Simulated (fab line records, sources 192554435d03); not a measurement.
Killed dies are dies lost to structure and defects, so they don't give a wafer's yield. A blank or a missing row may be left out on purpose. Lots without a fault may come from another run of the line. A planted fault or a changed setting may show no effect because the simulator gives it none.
A struck lot beside a sound one | flow n5_finfet | 25 steps out of a route of 1938
Sound: wafers L150.3, L150.5, L150.6. Struck: wafers L155.2, L155.4, L155.6. The cause comes at the end.
At each step with rows: each side's tool, then ch and its chambers, then its first start. Under that, the readings that differ: sound wafers | struck wafers | difference of the means | sigmas: that difference in standard deviations of wafers without a fault.
alike: readings whose means differ by less than 2 such deviations, and words and numbers that are the same on both sides. not compared: withheld readings, readings that some wafer has no value for, bounds like >300 that may hide the same value, and numbers for which the record gives no deviation and whose values overlap.
The two part at a step that has a row with sigmas, a row that says differs or no value, or rows on one side only. Numbers that don't overlap but have no deviation are shown without sigmas and don't part them. A reading that every wafer of one side lacks parts them only if that side has two wafers or more.

N5_BEOL_M1_CO_CAP_55: material Co, precursor CCTBA/H2, target thk 2 nm, time 102.1 s.
  sound on cvd_co-01 ch 0,1,2, day 9 20:54; struck on cvd_co-01 ch 1,2, day 11 14:29
  alike: heater_power_outer_w, heater_power_w
then, 1 step without rows for these wafers: N5_BEOL_M1_PRE_CLEAN_56 (time 15 s).
N5_BEOL_M1_DEP_57: deposits SiCN from 3MS/NH3, target thk 8 nm, time 14 s.
  sound on pecvd-03 ch 0,2, day 9 21:01; struck on pecvd-03 ch 0,1, day 11 14:38
  alike: showerhead_plenum_p_Torr, throttle_valve_pct
N5_BEOL_M1_RS_MEAS_58: measures by four-point-probe.
  sound on film_metro-01, day 9 21:05; struck on film_metro-01, day 11 14:42
  alike: M1_RS
N5_BEOL_M1_INSPECT_59: inspects for defects (darkfield).
  sound on defect_inspect-02, day 9 21:07; struck on defect_inspect-02, day 11 14:44
  alike: raw_defect_count
N5_BEOL_M2_ILD_DEP_00: deposits SiOC from DEMS/O2, target thk 79 nm, time 15.3 s.
  sound on pecvd-01 ch 0,1,2, day 9 21:09; struck on pecvd-03 ch 0,2, day 11 14:46
  reading                  | sound       | struck      | difference | sigmas
  heater_power_outer_w (W) | 300 293 222 | 425 426 372 | +136       | +2
  heater_power_w (W)       | 476 546 393 | 762 741 641 | +243       | +3
  alike: showerhead_plenum_p_Torr, throttle_valve_pct
N5_BEOL_M2_THK_MEAS_01:
  sound on film_metro-01, day 9 21:13; struck on film_metro-01, day 11 14:50
  alike: M2_ILD_THK
then, 1 step without rows for these wafers: N5_BEOL_M2_PECVD_72 (deposits SiO2 from TEOS/O2, target thk 16 nm, time 18 s).
N5_BEOL_M2_HM_DEP_02: deposits TiN, target thk 20 nm.
  sound on pvd_sputter-01, day 9 21:47; struck on pvd_sputter-03, day 11 15:37
  alike: throttle_valve_pct
then, 3 steps without rows for these wafers: N5_BEOL_M2_COAT_61 (time 60 s, resist thk 60 nm); N5_BEOL_M2_COAT_62 (time 60 s, resist thk 12 nm); N5_BEOL_M2_COAT_73 (time 60 s, resist thk 5 nm).
N5_BEOL_M2_COAT_05: resist thk 30 nm.
  sound on litho_track-03 ch 0, day 9 21:55; struck on litho_track-03 ch 0, day 11 15:44
  reading                                      | sound                | struck               | difference | sigmas
  spin_speed_rpm (rpm)                         | 1499.5 1499.4 1501.3 | 1373.1 1372.5 1373.7 | -127.0     | -99 or more
  model.CAR-EUV_of_BEOL_M2_COAT_05.thk_nm (nm) | 30 30 30.2           | 31.4 31.2 31.4       | +1.3       |
  alike: dispense_pressure_kPa, exhaust_pa
then, 5 steps without rows for these wafers: N5_BEOL_M2_EBR_07; N5_BEOL_M2_SOFTBAKE_06 (time 60 s); N5_BEOL_M2_EXPOSE_08 (exposes mask M2); N5_BEOL_M2_PEB_09 (peb time 60 s); N5_BEOL_M2_DEVELOP_10 (develop time 30 s).
N5_BEOL_M2_CD_MEAS_11: target cd 16.79 nm.
  sound on cd_sem-01 ch 0, day 9 22:12; struck on cd_sem-03 ch 0, day 11 16:10
  alike: cd_nm
N5_BEOL_M2_OVL_MEAS_12:
  sound on overlay-02 ch 0, day 9 22:14; struck on overlay-02 ch 0, day 11 16:12
  alike: M2_OVL
N5_BEOL_M2_INSPECT_13: inspects for defects (brightfield).
  sound on defect_inspect-02, day 9 22:17; struck on defect_inspect-02, day 11 16:16
  reading          | sound       | struck      | difference | sigmas
  raw_defect_count | 335 409 378 | 484 656 699 | +239       | +2
N5_BEOL_M2_DESCUM_16: chemistry O2, time 7 s.
  sound on rie_diel-01 ch 0,1,2, day 9 22:19; struck on rie_diel-01 ch 1,3, day 11 16:17
  reading                                      | sound      | struck         | difference | sigmas
  model.CAR-EUV_of_BEOL_M2_COAT_05.thk_nm (nm) | 26 26 26.2 | 27.4 27.4 27.6 | +1.4       |
  alike: drypump_motor_current_A, oes_product_au, rf_vpp_V, showerhead_plenum_p_Torr, throttle_valve_pct
  not compared: rf_hours_counter_h
N5_BEOL_M2_ETCH_74: etches underlayer in N2/H2, target depth 6.5 nm, time 5.2 s.
  sound on rie_diel-01 ch 0,1,2, day 9 22:22; struck on rie_diel-01 ch 1,3, day 11 16:20
  alike: drypump_motor_current_A, etch_rf_on_time_s, oes_product_au, rf_vpp_V, showerhead_plenum_p_Torr, throttle_valve_pct
  not compared: rf_hours_counter_h
-- the record jumps here: 3 days lie between the struck wafers' starts before and after (it left off in module BEOL_M2 and takes up again in module BEOL_M4, whose first step shown is number 1111 of the route) --
N5_BEOL_M4_RC_MEAS_101:
  sound on prober-01 ch 0, day 13 00:32; struck on prober-01 ch 0, day 14 11:48
  alike: DIBL_N, DIBL_P, IOFF_N, IOFF_P, ION_N, ION_P, SS_N, SS_P, VT_N, VT_P
-- the record jumps here: 5 days lie between the struck wafers' starts before and after (it left off in module BEOL_M4 and takes up again in module PASSIVATION, whose first step shown is number 1936 of the route) --
N5_PASSIVATION_PROBE_49:
  sound on prober-01, day 17 17:18; struck on prober-02, day 19 07:34
  alike: defect_limited_yield, killed_at_M0_to_M3, killed_at_M4_up, killed_at_contacts, killed_at_front_end, killed_at_other, killed_dies, killed_on_rim, killed_open, killed_short, sort_bin_4_leakage, sort_bin_5_function, sort_bin_6_memory, sort_bin_8_speed, sort_n_pass, sort_yield_pct

WHERE THEY PART
First at N5_BEOL_M2_ILD_DEP_00; last, within this record, at N5_BEOL_M2_INSPECT_13. Later steps at which nothing parts them and some readings are alike: N5_BEOL_M2_DESCUM_16, N5_BEOL_M2_ETCH_74, N5_BEOL_M4_RC_MEAS_101, N5_PASSIVATION_PROBE_49.

WHY: what the simulator had put in
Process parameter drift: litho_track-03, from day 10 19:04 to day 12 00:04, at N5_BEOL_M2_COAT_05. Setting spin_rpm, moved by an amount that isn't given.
